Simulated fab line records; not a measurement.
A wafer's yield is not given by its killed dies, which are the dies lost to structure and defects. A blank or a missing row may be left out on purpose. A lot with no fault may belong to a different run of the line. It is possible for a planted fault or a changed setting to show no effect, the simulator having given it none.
Matching of chambers	flow n5Finfet	4 sister chambers for N5_ILD0_ALD_15 on aldSin-02
The step deposits SiNx, target thk 24 nm, pulse time 1 s, ald cycles 480. 18 wafers are shown with their chamber, then 9 later ones without.

== EACH WAFER AND ITS CHAMBER ==
wafer	chamber	heaterPowerOuterW (W)	heaterPowerW (W)	precursorPulseHeightRel
L074.2	2	408	665	1.001
L074.4	1	543	935	1.008
L074.6	1	543	930	0.982
L075.2	2	411	669	1.014
L075.5	2	408	670	0.998
L075.6	1	549	919	0.962
L083.3	1	542	912	0.995
L083.4	2	410	660	1.021
L083.5	3	484	816	0.973
L085.1	3	488	800	0.999
L085.3	2	402	676	1.016
L085.6	2	403	671	1.015
L089.3	0	496	804	1.001
L089.4	1	546	925	1.024
L089.6	1	549	919	0.986
L093.3	3	483	790	0.991
L093.4	1	556	946	1.004
L093.6	3	487	798	1.011

SIGNATURES, as means of the wafers listed above
reading	chamber 0	chamber 1	chamber 2	chamber 3	scatter within a chamber
heaterPowerOuterW	496.00	546.86	407.00	485.50	4.07
heaterPowerW	804.00	926.57	668.50	801.00	9.62
precursorPulseHeightRel	1.00100	0.99443	1.01083	0.99350	0.0161
Rule: for each reading, subtract the chamber's mean from the wafer's reading, divide by that reading's scatter and square the result; add these up over the readings and take the root, which gives the wafer's distance from the chamber. If the next closest chamber is less than 2 further off than the closest, the wafer can't be placed; otherwise it belongs to the closest. How the scatter is found: for the shown wafers, subtract from each reading the mean of its chamber, square and add these, divide the total by (wafers less chambers), then take the root.

== WAFERS WITH NO CHAMBER GIVEN ==
wafer	heaterPowerOuterW (W)	heaterPowerW (W)	precursorPulseHeightRel
L094.1	504	774	1.036
L094.4	416	682	0.974
L094.5	504	802	1.005
L096.1	416	688	1.008
L096.5	409	684	1.031
L096.6	554	911	1.009
L097.4	400	675	0.999
L097.5	481	818	0.998
L097.6	407	665	0.974

== EACH ONE'S CHAMBER ==
wafer	from the rows above	in truth
L094.1	can't be placed: 0 or 3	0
L094.4	2	2
L094.5	0	0
L096.1	2	2
L096.5	2	2
L096.6	1	1
L097.4	2	2
L097.5	can't be placed: 3 or 0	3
L097.6	2	2
Correct placement for 7 of the 9. From these rows, 2 cannot be placed; in 2 the true chamber is one of the candidates. Wrongly placed: 0.
